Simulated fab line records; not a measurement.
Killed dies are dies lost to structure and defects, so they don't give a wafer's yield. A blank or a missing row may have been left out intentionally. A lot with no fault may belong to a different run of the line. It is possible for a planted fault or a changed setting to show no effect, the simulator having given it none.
One fault through the eyes of 3 desks + flow n5 finfet + each desk holds nothing but its own numbers, with what lay behind them at the end

## AT THE TOOL OWNER'S DESK: pecvd-01
The tool's own readings at N5_PASSIVATION_PECVD_35 (deposits SiNx from SiH4/NH3/N2, target thk 700 nm, time 151.3 s): means of the sampled wafers that have a number, for each lot that ran on this tool. Marked OUT: a lot whose mean sits more than 4 standard deviations from the usual mean, which makes it out of limits; the brackets give that distance.
Columns: A = heater power w at N5_PASSIVATION_PECVD_35, usual 392 W; B = run length s at N5_PASSIVATION_PECVD_35, usual 195.5 s; C = showerhead plenum p Torr at N5_PASSIVATION_PECVD_35, usual 8.68 Torr; D = susceptor temp C at N5_PASSIVATION_PECVD_35, usual 399.97 C; E = throttle valve pct at N5_PASSIVATION_PECVD_35, usual 29.7 %
| lot  | first seen here | A   | B               | C    | D      | E    |
|------|-----------------|-----|-----------------|------|--------|------|
| L133 | day 13 17:27    | 357 | 194.8           | 8.71 | 400.07 | 30.6 |
| L139 | day 15 02:11    | 464 | 174.6 (-43) OUT | 8.71 | 400.00 | 29.4 |
| L144 | day 16 04:38    | 416 | 181.3 (-29) OUT | 8.69 | 400.01 | 29.8 |
This desk's finding: out of limits on L139, L144; first on L139, day 15 02:11 (run length s at N5_PASSIVATION_PECVD_35). L133 stayed within limits.

## AT THE METROLOGY DESK
Means of the sampled wafers that have a number, per lot and without regard to the tool the lot ran on: this is what the gauges read. Marked OUT: a lot whose mean sits more than 4 standard deviations from the usual mean, which makes it out of limits; the brackets give that distance.
Columns: A = cd nm at N5_PASSIVATION_CD_MEAS_30, usual 3998.8 nm; B = PAD_OVL at N5_PASSIVATION_OVL_MEAS_63, usual 3 nm; C = cd nm at N5_PASSIVATION_CD_MEAS_44, usual 40000 nm; D = PASS_OPEN_OVL at N5_PASSIVATION_OVL_MEAS_66, usual 2 nm
| lot  | first seen here | A      | B | C     | D  |
|------|-----------------|--------|---|-------|----|
| L133 | day 13 16:08    | 4001.0 | 3 | 40002 | 1  |
| L135 | day 13 20:13    | 3996.9 | 8 | 40002 | -1 |
| L139 | day 15 00:38    | 3999.8 | 3 | 39999 | -0 |
| L144 | day 16 03:20    | 3998.4 | 3 | 40002 | -4 |
| L146 | day 17 09:58    | 4000.7 | 5 | 40004 | -5 |
| L150 | day 17 10:08    | 4001.1 | 5 | 40005 | 5  |
This desk's verdict: no lot among the 6 shows anything out of limits.

## THE DEFECT DESK
What the inspections along the route counted, lot by lot: means of the sampled wafers that have a number. Marked OUT: a lot whose mean sits more than 4 standard deviations from the usual mean, which makes it out of limits; the brackets give that distance.
Columns: A = raw defect count at N5_PASSIVATION_INSPECT_64, usual 2.1; B = raw defect count at N5_PASSIVATION_INSPECT_67, usual 2.3
| lot  | first seen here | A   | B   |
|------|-----------------|-----|-----|
| L133 | day 13 16:12    | 3.0 | 2.0 |
| L135 | day 13 20:16    | 2.3 | 2.0 |
| L139 | day 15 00:41    | 0.5 | 2.5 |
| L144 | day 16 03:23    | 3.3 | 2.3 |
| L146 | day 17 10:02    | 2.7 | 4.3 |
| L150 | day 17 10:11    | 1.7 | 2.7 |
This desk's verdict: no lot among the 6 shows anything out of limits.

## BROUGHT TOGETHER
On L139, L144, at day 15 02:11, an alarm was possible from the tool owner's desk.
From the metrology desk's view, nothing was out of limits.
No out-of-limits result turned up at the defect desk.
The metrology desk holds a record of L139, L144, inside its limits.
The defect desk has L139, L144 on record, within its limits.
N5_PASSIVATION_PECVD_35 was run on pecvd-01 by each of the lots named.

## WHAT WAS PUT IN BY THE SIMULATOR
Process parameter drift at N5_PASSIVATION_PECVD_35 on pecvd-01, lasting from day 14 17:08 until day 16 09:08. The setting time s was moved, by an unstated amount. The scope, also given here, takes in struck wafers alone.
Lots struck among those shown: L139, L144.
Delay in hours, fault start to first out-of-limits reading, by desk: the tool owner's desk at 9.
